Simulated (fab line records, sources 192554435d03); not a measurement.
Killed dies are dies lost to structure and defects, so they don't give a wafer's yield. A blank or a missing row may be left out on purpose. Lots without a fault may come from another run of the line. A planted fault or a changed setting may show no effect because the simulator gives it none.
fab line records | flow n5_finfet | part 1 of 2: steps 1 to 9 of 10
record lots=6 wafers=18 last_day=17
route steps=1938 shown BEOL_M4@1111 BEOL_M9@1424 BEOL_M15@1830 PASSIVATION@1936
lots that met no fault: from a run of the same line without faults
start_h: hours from the record's first day to the start of the lot's first wafer shown | wait_h: hours since the lot's step before | " the same as in the row above | L1.1+2: a row that stands for several wafers | - no value, or no start given | * or withheld: withheld | < > ~ a bound
route shown NAME@n: a module of which the file shows steps, and the number in the route of the first | usual: mean/standard deviation of fault-free wafers | same: alike in all rows | chamber/n: place in a boat | sites: the reading at each site | _std_site: their standard deviation | _edge_site: outer sites' mean less inner sites' | radius_mm: how far each site lies from the wafer's centre | mask NAME#n: copy n | behind: the tool/chamber that last shaped the wafer | hold: why the lot was held/for how many hours/how that ended | device: the transistor (n, p or np) that didn't switch | end of line: the same wafers' tests at the end of the route | a step without rows: its recipe alone | killed: dies lost to structure and defects at the first sort, not the wafer's yield | map: a wafer's dies, x killed, . not, _ none there
set.NAME: the setting as run; set.NAME@STEP: as run at that earlier step | model.NAME: the simulator's own value behind a step, which no gauge read
steps of the route over a sample of lots; a table a step, a row a wafer
services: from which hour (start_h, from the record's first day; less than 0 if before it) a tool's chamber was out of use, for how many hours, and why
## steps
# step N5_BEOL_M4_RC_MEAS_101
# usual DIBL_N=37.2/1.8 DIBL_P=37.5/2.5 IOFF_N=0.17/0.038 IOFF_P=0.24/0.046 ION_N=681/13 ION_P=469/8.5 SS_N=71.7/0.6 SS_P=73.6/0.69 VT_N=249/3.4 VT_P=-248/3.6
# columns lot.wafer tool chamber start_h wait_h DIBL_N[mV/V] DIBL_P[mV/V] IOFF_N[nA/um] IOFF_P[nA/um] ION_N[uA/um] ION_P[uA/um] SS_N[mV/dec] SS_P[mV/dec] VT_N[mV] VT_P[mV]
L923.1 prober-02 0 189.52 0.0 36.7 36.6 0.16 0.24 676 470 72.1 73.6 251 -246
L923.3 " 0 " " 37.9 37.4 0.17 0.26 683 478 71.4 73.4 247 -243
L923.5 " 0 " " 40.3 40.6 0.22 0.33 685 479 73.2 75.0 244 -242
L929.3 prober-02 0 234.94 0.3 38.3 38.1 0.19 0.25 679 466 72.0 74.4 249 -248
L929.4 " 0 " " 38.7 39.1 0.21 0.25 701 474 71.2 74.9 244 -248
L929.5 " 0 " " 36.6 35.9 0.15 0.21 673 462 71.4 73.6 250 -250
L936.1 prober-01 0 269.45 0.0 34.8 36.4 0.14 0.19 661 455 71.1 73.7 252 -253
L936.2 " 0 " " 34.9 35.9 0.14 0.19 652 452 71.2 73.2 251 -251
L936.5 " 0 " " 36.9 38.6 0.18 0.25 671 465 71.7 73.7 250 -248
L939.2 prober-01 0 291.34 0.2 36.4 38.0 0.17 0.22 691 475 71.8 73.3 250 -250
L939.4 " 0 " " 36.6 38.8 0.17 0.24 678 468 71.1 73.9 249 -247
L939.5 " 0 " " 33.9 35.6 0.13 0.19 674 468 70.4 72.5 254 -249
L941.2 prober-01 0 295.41 0.2 36.3 36.7 0.16 0.23 683 468 71.2 73.2 248 -248
L941.3 " 0 " " 38.2 38.6 0.20 0.26 699 476 72.2 73.8 248 -248
L941.4 " 0 " " 33.9 33.7 0.13 0.19 671 461 71.0 73.2 252 -251
L942.1 prober-02 0 298.39 0.0 36.8 36.5 0.16 0.23 674 467 72.0 72.8 250 -247
L942.3 " 0 " " 37.9 38.9 0.18 0.25 683 465 71.8 73.7 247 -248
L942.6 " 0 " " 37.2 37.1 0.15 0.23 671 462 72.8 73.4 253 -248
# step N5_BEOL_M9_CD_MEAS_18
# recipe pitch_nm=140 target_cd_nm=70
# usual cd_nm=69.9/0.64
# columns lot.wafer tool chamber start_h wait_h cd_nm
L923.1 cd_sem-03 - 227.70 0.0 69.1
L923.3 " - " " 69.7
L923.5 " - " " 70.1
L929.3 cd_sem-02 - 279.57 0.1 69.9
L929.4 " - " " 69.4
L929.5 " - " " 70.3
L936.1 cd_sem-02 - 313.14 0.0 71.1
L936.2 " - " " 70.2
L936.5 " - " " 70.2
L942.1 cd_sem-02 - 337.76 0.0 70.5
L942.3 " - " " 70.0
L942.6 " - " " 70.2
L939.2 cd_sem-03 - 340.22 0.1 70.5
L939.4 " - " " 71.7
L939.5 " - " " 69.9
L941.2 cd_sem-03 - 340.31 0.1 69.5
L941.3 " - " " 69.7
L941.4 " - " " 69.3
# step N5_BEOL_M9_TRENCH_ETCH_37
# recipe chemistry=C4F6/O2 target_depth_a=1514.3 target=SiCOH_lowk time_s=49 ion_energy_ev=250 pressure_mtorr=30 source_w=345 bias_w=185 Ar_flow_sccm=300 C4F6_flow_sccm=10 O2_flow_sccm=10
# usual O2_flow_sccm=10.00/0.03 drypump_motor_current_A=5.8/0.38 oes_f_703_au=0.79/0.087 oes_product_au=0.80/0.092 rf_fwd_power_W=341.3/1.4 rf_vpp_V=665/12 run_length_s=72.3/0.47 showerhead_plenum_p_Torr=2.87/0.072 throttle_valve_pct=21.08/0.29
# columns lot.wafer tool chamber start_h wait_h O2_flow_sccm drypump_motor_current_A oes_f_703_au oes_product_au rf_fwd_power_W rf_hours_counter_h rf_vpp_V run_length_s showerhead_plenum_p_Torr throttle_valve_pct
L923.1 rie_diel-02 0 231.08 - 9.97 6.1 0.66 0.66 340.1 275 671 72.4 2.91 21.32
L923.3 " 2 " " 10.02 5.9 0.73 0.73 341.1 156 675 73.1 2.85 21.38
L923.5 " 2 " " 9.99 5.9 0.73 0.73 339.9 - 673 73.2 2.85 21.38
L929.3 rie_diel-02 1 281.15 - 10.00 6.3 0.96 0.96 - 3 662 52.1 3.01 20.69
L929.4 " 3 " " 9.98 5.7 0.66 0.66 344.7 - 674 72.1 2.77 21.21
L929.5 " 1 " " 9.99 6.3 0.96 0.98 - - 662 52.1 3.01 20.71
L936.1 rie_diel-05 3 315.31 - 9.98 5.8 0.70 0.70 342.2 212 679 72.2 2.96 21.50
L936.2 " 0 " " 9.98 5.0 0.76 0.75 341.0 167 644 72.0 2.85 21.49
L936.5 " 1 " " 10.03 5.9 0.80 0.81 342.0 - 669 71.9 2.79 20.88
L942.1 rie_diel-05 2 338.72 - 9.99 5.9 0.78 0.76 340.9 149 645 72.8 2.86 21.14
L942.3 " 1 " " 10.01 5.8 0.78 0.80 341.5 88 670 71.6 2.78 20.89
L942.6 " 2 " " 9.96 5.9 0.78 0.76 342.0 - 647 72.4 2.86 21.12
L939.2 rie_diel-02 2 342.52 - 10.04 5.9 0.70 0.70 341.4 199 672 73.0 2.83 21.42
L939.4 " 1 " " 10.03 6.3 0.88 0.90 340.6 25 660 72.2 3.00 20.71
L939.5 " 1 " " 9.98 6.4 0.89 0.92 340.3 - 661 72.1 3.00 20.73
L941.2 rie_diel-05 0 343.30 - 10.06 5.0 0.76 0.75 341.0 177 642 71.9 2.85 21.49
L941.3 " 2 " " 10.03 5.9 0.78 0.75 343.3 151 646 72.5 2.86 21.10
L941.4 " 1 " " 10.07 5.8 0.78 0.80 340.9 89 670 71.8 2.78 20.87
# step N5_BEOL_M9_ETCH_41
# recipe chemistry=CH3F/O2 target=SiCN target_depth_a=366 taper_deg=2 time_s=70.1 ion_energy_ev=120 mask_material=TiN pressure_mtorr=30 source_w=395 bias_w=75 Ar_flow_sccm=150 CH3F_flow_sccm=30 O2_flow_sccm=20
# usual O2_flow_sccm=19.99/0.063 drypump_motor_current_A=5.8/0.38 oes_product_au=0.80/0.092 rf_fwd_power_W=391.8/1.3 rf_vpp_V=297.7/1.3 run_length_s=93.4/0.47 showerhead_plenum_p_Torr=2.02/0.053 throttle_valve_pct=16.44/0.29
# same time_s=70.1
# columns lot.wafer tool chamber start_h wait_h O2_flow_sccm drypump_motor_current_A oes_product_au rf_fwd_power_W rf_hours_counter_h rf_vpp_V run_length_s showerhead_plenum_p_Torr throttle_valve_pct
L923.1 rie_diel-02 0 - - 19.97 6.0 0.66 387.8 275 297.6 93.6 2.05 16.74
L923.3 " 2 " " 20.00 6.0 0.72 393.0 156 299.5 93.8 2.00 16.70
L923.5 " 2 " " 20.00 6.0 0.72 390.7 - 297.3 93.8 2.00 16.70
L929.3 rie_diel-02 1 - - 19.92 6.3 0.97 392.4 3 299.6 93.2 2.12 16.06
L929.4 " 3 " " 19.87 5.7 0.66 393.2 - 295.6 93.4 1.95 16.71
L929.5 " 1 " " 20.02 6.3 0.98 392.8 - 299.8 93.9 2.12 16.08
L936.1 rie_diel-05 3 - - 20.01 5.8 0.72 392.9 212 297.5 93.0 2.08 16.83
L936.2 " 0 " " 19.90 5.0 0.76 392.2 167 297.1 93.2 2.00 16.78
L936.5 " 1 " " 19.94 5.8 0.81 394.2 - 297.1 92.8 1.95 16.20
L942.1 rie_diel-05 2 - - 19.92 5.9 0.76 391.6 149 298.1 93.4 2.01 16.47
L942.3 " 1 " " 19.98 5.9 0.80 391.4 88 297.1 92.9 1.95 16.20
L942.6 " 2 " " 19.89 5.9 0.75 391.9 - 297.8 93.9 2.01 16.48
L939.2 rie_diel-02 2 - - 20.03 5.9 0.70 390.9 199 298.0 94.3 1.99 16.77
L939.4 " 1 " " 19.97 6.3 0.91 390.2 25 298.8 93.6 2.12 16.09
L939.5 " 1 " " 20.00 6.3 0.92 390.8 - 299.4 93.1 2.12 16.11
L941.2 rie_diel-05 0 - - 20.15 5.0 0.74 391.5 177 297.7 93.5 2.00 16.82
L941.3 " 2 " " 19.89 5.9 0.75 392.1 151 297.1 94.2 2.01 16.47
L941.4 " 1 " " 19.92 5.8 0.79 392.3 89 296.5 92.6 1.95 16.22
# step N5_BEOL_M9_OCD_MEAS_38
# usual trench_depth_nm=151.1/2.4
# columns lot.wafer tool chamber start_h wait_h trench_depth_nm
L923.1 ocd-02 - 231.26 - 148.7
L923.3 " - " " 147.6
L923.5 " - " " 147.0
L929.3 ocd-02 - 281.32 - 89.1
L929.4 " - " " 151.8
L929.5 " - " " 89.1
L936.1 ocd-02 - 315.49 - 147.7
L936.2 " - " " 147.5
L936.5 " - " " 150.3
L942.1 ocd-02 - 338.89 - 151.6
L942.3 " - " " 149.7
L942.6 " - " " 152.2
L939.2 ocd-01 - 342.69 - 149.7
L939.4 " - " " 150.9
L939.5 " - " " 151.6
L941.2 ocd-01 - 343.47 - 148.3
L941.3 " - " " 152.6
L941.4 " - " " 150.7
# step N5_BEOL_M9_DEGAS_44
# recipe ambient=vacuum temp_c=250 time_s=60
# usual heater_power_w=335/35
# same time_s=60
# columns lot.wafer tool chamber start_h wait_h heater_power_w
L923.1 pvd_sputter-01 - 231.84 0.3 361
L923.3 " - " " 338
L923.5 " - " " 314
L929.3 pvd_sputter-02 - 282.35 0.7 383
L929.4 " - " " 344
L929.5 " - " " 347
L936.1 pvd_sputter-03 - 316.03 0.3 279
L936.2 " - " " 284
L936.5 " - " " 277
L942.1 pvd_sputter-03 - 339.49 0.3 278
L942.3 " - " " 292
L942.6 " - " " 353
L939.2 pvd_sputter-03 - 343.71 0.7 301
L939.4 " - " " 407
L939.5 " - " " 293
L941.2 pvd_sputter-01 - 344.07 0.3 320
L941.3 " - " " 320
L941.4 " - " " 335
# step N5_BEOL_M9_THK_MEAS_53
# recipe thk_meas_gauge=xrf reads=Cu_of_BEOL_M9_ECD_50
# usual M9_THK=136/3
# columns lot.wafer tool chamber start_h wait_h M9_THK[nm]
L923.1 film_metro-01 - 235.06 - 133
L923.3 " - " " 132
L923.5 " - " " 132
L929.3 film_metro-01 - 284.00 - 74
L929.4 " - " " 136
L929.5 " - " " 76
L936.1 film_metro-02 - 317.97 - 133
L936.2 " - " " 131
L936.5 " - " " 134
L942.1 film_metro-01 - 340.93 - 137
L942.3 " - " " 132
L942.6 " - " " 139
L939.2 film_metro-02 - 345.48 - 133
L939.4 " - " " 137
L939.5 " - " " 137
L941.2 film_metro-01 - 345.75 - 136
L941.3 " - " " 140
L941.4 " - " " 137
# step N5_BEOL_M9_RS_MEAS_57
# recipe thk_meas_gauge=four-point-probe reads=Cu_of_BEOL_M9_ECD_50+Co_of_BEOL_M9_CVD_78+TaN_of_BEOL_M9_ALD_74
# usual M9_RS=0.151/0.0033
# columns lot.wafer tool chamber start_h wait_h M9_RS[ohm/sq]
L923.1 film_metro-01 - 235.23 0.1 0.154
L923.3 " - " " 0.157
L923.5 " - " " 0.156
L929.3 film_metro-01 - 284.14 0.1 0.300
L929.4 " - " " 0.150
L929.5 " - " " 0.292
L936.1 film_metro-01 - 318.11 0.1 0.155
L936.2 " - " " 0.158
L936.5 " - " " 0.154
L942.1 film_metro-02 - 341.09 0.1 0.151
L942.3 " - " " 0.156
L942.6 " - " " 0.147
L939.2 film_metro-01 - 345.61 0.1 0.155
L939.4 " - " " 0.151
L939.5 " - " " 0.151
L941.2 film_metro-02 - 345.90 0.1 0.153
L941.3 " - " " 0.148
L941.4 " - " " 0.150
# step N5_BEOL_M15_RC_MEAS_101
# usual COMB_M10=1.5e-11/3e-12 COMB_M11=1.41e-11/3e-12 COMB_M12=6.4e-12/1.1e-12 COMB_M13=4.8e-12/1.1e-12 COMB_M14=3.6e-12/8.7e-13 COMB_M14_max_site=5.2e-12/1.3e-12 COMB_M15=2.5e-12/5.7e-13 COMB_M5=3.5e-11/7.7e-12 COMB_M6=2.5e-11/4.7e-12 COMB_M7=2.6e-11/5.9e-12 COMB_M8=2.6e-11/6.1e-12 SERP_M10=3.07/0.092 SERP_M11=3.06/0.088 SERP_M12=0.633/0.015 SERP_M13=0.308/0.0076 SERP_M14=0.162/0.0046 SERP_M5=39.2/1.6 SERP_M5_max_site=40.7/1.8 SERP_M6=13.8/0.53 SERP_M7=13.6/0.53 SERP_M8=14.0/0.68 SERP_M8_max_site=14.5/0.76 SERP_M9=3.08/0.085 SERP_M9_max_site=3.16/0.094
# columns lot.wafer tool chamber start_h wait_h COMB_M10[S/m] COMB_M11[S/m] COMB_M12[S/m] COMB_M13[S/m] COMB_M14[S/m] COMB_M14_max_site[S/m] COMB_M15[S/m] COMB_M5[S/m] COMB_M6[S/m] COMB_M7[S/m] COMB_M8[S/m] SERP_M10[ohm/um] SERP_M11[ohm/um] SERP_M12[ohm/um] SERP_M13[ohm/um] SERP_M14[ohm/um] SERP_M5[ohm/um] SERP_M5_max_site[ohm/um] SERP_M6[ohm/um] SERP_M7[ohm/um] SERP_M8[ohm/um] SERP_M8_max_site[ohm/um] SERP_M9[ohm/um] SERP_M9_max_site[ohm/um]
L923.1 prober-02 0 276.85 0.0 1.6e-11 1.6e-11 8.2e-12 5.9e-12 3.9e-12 6.4e-12 2.3e-12 4.6e-11 1.4e-11 2.2e-11 2.4e-11 3.17 3.03 0.601 0.317 0.167 38.7 42.1 13.8 13.9 13.6 14.1 3.21 3.29
L923.3 " 0 " " 1.6e-11 2.08e-11 6.3e-12 5.5e-12 3.5e-12 4.1e-12 2.6e-12 3.9e-11 1.8e-11 2.2e-11 2.6e-11 3.26 3.12 0.637 0.317 0.156 37.6 38.1 14.5 14.7 12.6 13.1 3.27 3.34
L923.5 " 0 " " 1.4e-11 1.79e-11 7.8e-12 4.4e-12 2.9e-12 4.8e-12 2.3e-12 3.8e-11 1.8e-11 2.6e-11 2.5e-11 3.15 3.18 0.597 0.319 0.161 38.0 40.3 13.5 13.9 13.3 13.4 3.16 3.22
L929.3 prober-02 0 324.24 0.3 1.3e-11 8e-12 6.7e-12 6e-12 2.6e-12 4.2e-12 2.1e-12 3.8e-11 1.5e-11 2.7e-11 2.9e-11 2.93 3.01 0.633 0.300 0.160 42.1 43.1 13.6 12.7 13.6 15.0 6.06 6.11
L929.4 " 0 " " 1.6e-11 1.19e-11 6.1e-12 7.7e-12 3e-12 4e-12 1.9e-12 3.3e-11 2.6e-11 3.2e-11 1.9e-11 2.91 3.17 0.635 0.306 0.161 37.6 39.4 13.5 12.8 13.5 13.9 3.05 3.11
L929.5 " 0 " " 1.7e-11 1.02e-11 4.7e-12 4e-12 3.5e-12 4.1e-12 3.8e-12 4.4e-11 2.8e-11 2e-11 2.1e-11 3.08 3.10 0.632 0.298 0.157 39.2 40.4 13.8 12.4 13.5 14.5 5.96 6.01
L936.1 prober-01 0 351.44 0.0 1.9e-11 9.7e-12 9.1e-12 4.1e-12 3.1e-12 4.5e-12 2.8e-12 2.4e-11 2.3e-11 2.2e-11 2.1e-11 2.87 3.05 0.633 0.301 0.164 37.1 38.6 13.5 13.4 14.3 14.8 3.04 3.08
L936.2 " 0 " " 1.3e-11 1.04e-11 7.6e-12 2.8e-12 2.8e-12 5e-12 2.2e-12 3.5e-11 2e-11 2.8e-11 2.9e-11 2.95 2.93 0.627 0.308 0.169 39.1 39.5 13.0 13.8 14.0 14.9 3.10 3.30
L936.5 " 0 " " 1.6e-11 1.43e-11 8.5e-12 5e-12 2.5e-12 3.7e-12 3.6e-12 2.5e-11 3.2e-11 2.8e-11 2.5e-11 3.04 2.98 0.640 0.299 0.167 38.6 39.1 13.1 13.8 14.2 14.8 3.06 3.13
L939.2 prober-01 0 386.04 0.2 1.9e-11 9.5e-12 7.2e-12 4.4e-12 3.9e-12 4.7e-12 2.4e-12 5.2e-11 2.8e-11 2.8e-11 2.4e-11 3.16 3.16 0.621 0.315 0.159 35.6 36.3 13.1 13.6 15.3 15.7 3.10 3.19
L939.4 " 0 " " 1.6e-11 1.39e-11 5e-12 6.3e-12 4.3e-12 6.1e-12 2.4e-12 4.5e-11 2.4e-11 2.3e-11 1.6e-11 3.09 3.04 0.621 0.320 0.164 37.7 39.5 13.4 14.2 15.6 16.8 2.96 2.98
L939.5 " 0 " " 1.3e-11 1.46e-11 6.8e-12 5.4e-12 5.3e-12 9e-12 2.9e-12 4e-11 2e-11 2.3e-11 2.8e-11 3.11 3.00 0.639 0.316 0.167 36.6 37.2 14.2 14.1 15.4 16.0 3.02 3.12
L942.1 prober-02 0 386.61 0.5 1.6e-11 1.53e-11 6.3e-12 4.2e-12 2.2e-12 3e-12 2.4e-12 3.2e-11 2.2e-11 2e-11 3e-11 3.18 3.12 0.634 0.307 0.157 37.3 37.9 13.5 13.3 13.5 14.0 3.02 3.08
L942.3 " 0 " " 1.9e-11 1.66e-11 5.4e-12 4.3e-12 3.3e-12 4.3e-12 2.5e-12 3.5e-11 2.7e-11 1.9e-11 2.5e-11 3.18 2.96 0.641 0.315 0.166 36.9 38.1 14.0 13.2 13.6 14.0 3.18 3.22
L942.6 " 0 " " 1.7e-11 1.47e-11 4.7e-12 5.7e-12 2.8e-12 4.3e-12 2.4e-12 2.5e-11 2e-11 2.3e-11 3e-11 3.07 2.96 0.624 0.311 0.154 38.1 41.0 13.1 13.7 13.0 13.5 3.01 3.07
L941.2 prober-01 0 386.97 0.6 1.1e-11 1.56e-11 6.1e-12 5.4e-12 4.3e-12 5.4e-12 2.2e-12 2e-11 2.6e-11 2.1e-11 1.9e-11 3.06 3.07 0.631 0.306 0.154 39.3 40.9 13.9 14.5 13.3 13.6 3.13 3.28
L941.3 " 0 " " 1e-11 1.57e-11 8.3e-12 5.8e-12 3.7e-12 4.2e-12 2.2e-12 3.4e-11 2.9e-11 2.7e-11 2.3e-11 2.88 3.23 0.656 0.299 0.152 37.7 39.4 13.9 14.8 13.9 14.7 3.02 3.16
L941.4 " 0 " " 1.4e-11 1.21e-11 7.1e-12 6.1e-12 3.1e-12 5.5e-12 2.5e-12 2.7e-11 2.8e-11 2.1e-11 2.4e-11 3.03 3.08 0.628 0.304 0.160 38.3 39.3 14.8 13.8 13.9 14.5 3.12 3.17
# sites SERP_M9 radius_mm=0,75,75,75,75,140,140,140,140
L923.1 3.21 3.22 3.29 3.25 3.21 3.21 3.19 3.20 3.14
L929.3 6.07 6.04 6.11 6.06 5.99 5.89 6.10 6.11 5.93
L936.1 3.08 3.08 3.06 3.02 3.07 2.91 3.00 3.04 3.01
L939.2 3.18 3.19 3.16 3.10 3.10 2.99 2.97 3.02 3.00
L942.1 2.89 2.97 3.02 2.96 3.00 3.08 3.07 3.03 3.07
L941.2 3.08 3.11 3.19 3.14 3.13 3.13 3.28 3.11 3.22
## key
first_sign step=N5_BEOL_M9_TRENCH_ETCH_37 reading=run_length_s direction=down sigmas=43 usual=* struck=*
effect step=N5_BEOL_M9_OCD_MEAS_38 reading=trench_depth_nm direction=down sigmas=26 usual=151.1 struck=89.1
effect step=N5_BEOL_M9_THK_MEAS_53 reading=M9_THK direction=down sigmas=20 usual=136 struck=75
effect step=N5_BEOL_M9_RS_MEAS_57 reading=M9_RS direction=up sigmas=44 usual=0.151 struck=0.296
effect step=N5_BEOL_M15_RC_MEAS_101 reading=SERP_M9 direction=up sigmas=34 usual=3.08 struck=6.01
effect step=N5_PASSIVATION_PROBE_49 reading=sort_bin_8_speed direction=up sigmas=53 usual=0.00 struck=4.53
more_kills_born_at N5_BEOL_M9_ECD_50@ecd_cu-01=107
met_at N5_BEOL_M9_TRENCH_ETCH_37
struck_lots L929
struck_wafers L929.3,L929.5
not_acting_at N5_BEOL_M9_CD_MEAS_18,N5_BEOL_M9_ETCH_41,N5_BEOL_M9_DEGAS_44
fault kind=process_parameter_drift tool=rie_diel-02 chamber=1 onset_h=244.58 steps=N5_BEOL_M9_TRENCH_ETCH_37 channel=time_s offset=* shape=step end_h=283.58 acts_in=* stated=*
